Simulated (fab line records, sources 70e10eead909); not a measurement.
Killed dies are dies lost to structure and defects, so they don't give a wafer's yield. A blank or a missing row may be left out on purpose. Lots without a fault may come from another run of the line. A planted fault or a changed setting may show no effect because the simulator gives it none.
A struck lot beside a sound one | flow nand_harc | 12 steps out of a route of 1302
Sound: wafers L350.2, L350.5, L350.6. Struck: wafers L347.3, L347.4, L347.5. The cause comes at the end.
At each step with rows: each side's tool, then ch and its chambers, then its first start. Under that, the readings that differ: sound wafers | struck wafers | difference of the means | sigmas: that difference in standard deviations of wafers without a fault.
alike: readings whose means differ by less than 2 such deviations, and words and numbers that are the same on both sides. not compared: withheld readings, readings that some wafer has no value for, bounds like >300 that may hide the same value, and numbers for which the record gives no deviation and whose values overlap.
The two part at a step that has a row with sigmas, a row that says differs or no value, or rows on one side only. Numbers that don't overlap but have no deviation are shown without sigmas and don't part them. A reading that every wafer of one side lacks parts them only if that side has two wafers or more.

first, 1 step without rows for these wafers: NHARC_A_WL_FILL_ALD_02 (deposits TiN, target thk 2 nm, pulse time 3 s, ald cycles 100).
NHARC_A_WL_FILL_CVD_03: deposits W, target thk 40 nm, time 279 s.
  sound on cvd_w-01 ch 0,1, day 26 18:17; struck on cvd_w-01 ch 0,1, day 25 09:22
  reading              | sound | struck               | difference                   | sigmas
  susceptor_temp_C (C) | - - - | 299.98 299.90 300.10 | no value on the sound wafers |
  alike: heater_power_w, throttle_valve_pct
NHARC_A_WL_FILL_ETCHBACK_04: etches the open film in NF3, target depth 60 nm, time 120 s.
  sound on rie_metal-02 ch 0,1, day 26 18:36; struck on rie_metal-02 ch 0,1, day 25 09:42
  alike: drypump_motor_current_A, he_backside_leak_sccm, oes_product_au, run_length_s
  not compared: rf_hours_counter_h
NHARC_A_WL_FILL_ETCHBACK_05: etches the open film in Cl2/BCl3, target depth 22 nm, time 60 s.
  sound on rie_metal-02 ch 0,1, day 26 18:52; struck on rie_metal-02 ch 0,1, day 25 09:54
  alike: drypump_motor_current_A, he_backside_leak_sccm, oes_product_au, run_length_s
  not compared: rf_hours_counter_h
NHARC_A_WL_FILL_STRIP_27: strips in N2/H2, time 20 s.
  sound on plasma_asher-02 ch 0,1, day 26 18:59; struck on plasma_asher-01 ch 0,1, day 25 10:19
  alike: drypump_motor_current_A, heater_power_w
  not compared: rf_hours_counter_h
then, 5 steps without rows for these wafers: NHARC_A_WL_FILL_STRIP_28 (strips in post etch residue remover, time 1200 s); NHARC_A_WL_FILL_PRECLEAN_06 (cleans in DIW, time 300 s); NHARC_A_WL_FILL_SRD_07; NHARC_A_WL_FILL_ANNEAL_08 (time 1800 s); NHARC_A_WL_FILL_ALD_10 (deposits SiO2, target thk 50 nm, pulse time 10 s, ald cycles 500).
NHARC_A_WL_FILL_ETCHBACK_16: etches the open film in C4F8/O2/Ar, target depth 120 nm, time 24 s.
  sound on rie_diel-01 ch 1,2, day 27 05:14; struck on rie_diel-11 ch 0,2,3, day 25 22:05
  reading          | sound          | struck         | difference | sigmas
  run_length_s (s) | 45.4 44.8 46.3 | 27.2 27.7 27.6 | -18.0      | -42
  alike: oes_product_au, rf_vpp_V
  not compared: rf_hours_counter_h
NHARC_A_WL_FILL_STRIP_29: strips in O2, time 20 s.
  sound on rie_diel-01 ch 0,2, day 27 05:21; struck on rie_diel-11 ch 0,1, day 25 22:11
  alike: drypump_motor_current_A, oes_product_au, rf_vpp_V, showerhead_plenum_p_Torr, throttle_valve_pct
  not compared: rf_hours_counter_h

WHERE THEY PART
First at NHARC_A_WL_FILL_CVD_03; last, within this record, at NHARC_A_WL_FILL_ETCHBACK_16. Later steps at which nothing parts them and some readings are alike: NHARC_A_WL_FILL_STRIP_29.

WHY: what the simulator had put in
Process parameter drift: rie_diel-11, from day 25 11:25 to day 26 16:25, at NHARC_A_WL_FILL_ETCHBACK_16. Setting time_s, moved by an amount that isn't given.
